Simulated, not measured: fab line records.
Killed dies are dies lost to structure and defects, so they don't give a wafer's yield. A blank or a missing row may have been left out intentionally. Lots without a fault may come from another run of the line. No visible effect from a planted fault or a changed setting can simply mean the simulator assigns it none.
Which tool was responsible? + flow n5_finfet + Sampling: 10 lots, 30 wafers, 3 of 1938 route steps

== WHAT THE GAUGES SHOWED, per wafer ==
N5_BEOL_M12_OCD_MEAS_35. Usual: trench_depth_nm 319 nm, standard deviation 5.3.
| lot  | measured     | on     | trench_depth_nm (nm) | flag |
|------|--------------|--------|----------------------|------|
| L613 | day 10 11:44 | ocd-02 | 321 321 325          |      |
| L612 | day 11 02:24 | ocd-02 | 326 317 317          |      |
| L619 | day 12 15:29 | ocd-02 | 324 319 316          |      |
| L618 | day 12 16:06 | ocd-01 | 316 318 313          |      |
| L622 | day 13 18:11 | ocd-02 | 315 329 324          |      |
| L627 | day 15 03:19 | ocd-02 | 328 311 316          |      |
| L629 | day 15 10:40 | ocd-02 | 318 311 321          |      |
| L630 | day 15 21:52 | ocd-01 | 321 323 321          |      |
| L633 | day 16 01:50 | ocd-01 | 325 320 319          |      |
| L634 | day 17 03:38 | ocd-02 | 319 317 317          |      |

N5_BEOL_M13_OVL_MEAS_11. Usual: V12_OVL 1 nm, standard deviation 5.7.
| lot  | measured     | on         | V12_OVL (nm) | flag |
|------|--------------|------------|--------------|------|
| L613 | day 10 16:03 | overlay-02 | -4 0 -1      |      |
| L612 | day 11 05:04 | overlay-01 | -3 6 -5      |      |
| L619 | day 12 18:28 | overlay-02 | 5 -1 -2      |      |
| L618 | day 12 18:30 | overlay-01 | -6 -5 -4     |      |
| L622 | day 13 23:01 | overlay-02 | 20 15 15     |      |
| L627 | day 15 07:23 | overlay-01 | 3 3 4        |      |
| L629 | day 15 14:58 | overlay-02 | 4 -10 -6     |      |
| L630 | day 16 01:43 | overlay-02 | 4 0 3        |      |
| L633 | day 16 05:23 | overlay-01 | -1 -2 -1     |      |
| L634 | day 17 05:52 | overlay-01 | -2 5 -2      |      |

== WHICH TOOL RAN EACH LOT (tool, then ch and the chambers of the sampled wafers, then the start) ==
| lot  | N5_BEOL_M12_SPUTTER_43       |
|------|------------------------------|
| L613 | pvd_sputter-01, day 10 14:18 |
| L612 | pvd_sputter-01, day 11 03:22 |
| L619 | pvd_sputter-03, day 12 16:39 |
| L618 | pvd_sputter-01, day 12 16:43 |
| L622 | pvd_sputter-01, day 13 21:13 |
| L627 | pvd_sputter-03, day 15 05:41 |
| L629 | pvd_sputter-01, day 15 12:53 |
| L630 | pvd_sputter-03, day 15 23:50 |
| L633 | pvd_sputter-03, day 16 03:16 |
| L634 | pvd_sputter-02, day 17 04:02 |
- N5_BEOL_M12_SPUTTER_43: material TaN, target thk 15 nm, time 24.19 s.

== AS READ BY THE TOOLS THEMSELVES (means over the sampled wafers that have a number; for cases with no such wafer, the mark the record gives instead) ==
N5_BEOL_M12_SPUTTER_43. Usual: substrate_temp_c 49.99 C, standard deviation 0.11; throttle_valve_pct 29.9 %, standard deviation 0.94.
| lot  | tool           | substrate_temp_c (C) | throttle_valve_pct (%) | flag |
|------|----------------|----------------------|------------------------|------|
| L613 | pvd_sputter-01 | 50.05                | 30.0                   |      |
| L612 | pvd_sputter-01 | 49.90                | 30.6                   |      |
| L619 | pvd_sputter-03 | 50.14                | 30.4                   |      |
| L618 | pvd_sputter-01 | 49.92                | 30.6                   |      |
| L622 | pvd_sputter-01 | 50.00                | 30.0                   |      |
| L627 | pvd_sputter-03 | 50.01                | 30.2                   |      |
| L629 | pvd_sputter-01 | 49.98                | 30.0                   |      |
| L630 | pvd_sputter-03 | 50.09                | 29.1                   |      |
| L633 | pvd_sputter-03 | 50.05                | 30.1                   |      |
| L634 | pvd_sputter-02 | 49.97                | 29.3                   |      |

== THE ANSWER, worked out from the rows above alone ==
Rule: a lot is off if the mean of its wafers that have a number lies more than 3 standard deviations from the usual mean. Also off: a lot with no number at a reading for which 4 or more lots have one. Where the step has rows for the other lots, those lots are counted as sound. After the gauges, taken in route order, come the tools' own readings; for these a lot's mean is taken, as printed above. The first step at which some lot is off is used, and at that step the reading that is off furthest; a lot without a number counts as furthest.
No lot is off on any of the readings shown, so nothing can be concluded from this.

== WHAT THE SIMULATOR HAD PUT IN ==
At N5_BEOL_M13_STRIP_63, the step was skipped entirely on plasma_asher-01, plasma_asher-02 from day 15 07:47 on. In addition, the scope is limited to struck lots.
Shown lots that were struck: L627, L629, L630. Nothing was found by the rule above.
